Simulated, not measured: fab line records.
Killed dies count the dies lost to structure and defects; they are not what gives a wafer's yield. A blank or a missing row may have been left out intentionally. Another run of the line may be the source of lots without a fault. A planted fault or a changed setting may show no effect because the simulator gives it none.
Chamber matching	flow n5 finfet	N5_PMOS_HMC_CHANNEL_EPI_DESCUM_14 on rie diel-02 has 4 sister chambers
The step chemistry O2, time 7.9 s. 4 wafers are shown with their chamber, then 7 later ones without.

## EACH WAFER AND ITS CHAMBER
wafer	chamber	throttle valve pct (%)
L084.1	1	19.9
L084.5	2	20.1
L093.1	3	20.3
L093.3	0	20.8

## WAFERS WHOSE CHAMBER IS MISSING
wafer	throttle valve pct (%)
L093.4	19.9
L094.1	19.7
L094.3	19.9
L094.6	20.2
L096.1	20.8
L096.4	19.8
L096.5	20.8

## EACH ONE'S CHAMBER
wafer	from the rows above	in truth
L093.4	1	1
L094.1	1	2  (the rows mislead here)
L094.3	1	1
L094.6	can't be placed: 2 or 3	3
L096.1	0	0
L096.4	1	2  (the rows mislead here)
L096.5	0	0
4 of 7 placed correctly. Unplaceable from these rows: 1, with the true chamber sitting among the candidates in 1. 2 placed wrongly.
How it was worked out, from the rows above alone: a wafer's distance from a chamber is the root of the sum, over the readings, of the square of ((its reading less the chamber's mean) divided by the reading's scatter). The wafer belongs to the nearest chamber; if the next one is less than 2 further off, it can't be placed. The mean given for a chamber averages the wafers shown for that chamber. The scatter: with one shown wafer a chamber, the root of the mean of the squares of how far each hidden wafer lies from its nearest shown one.
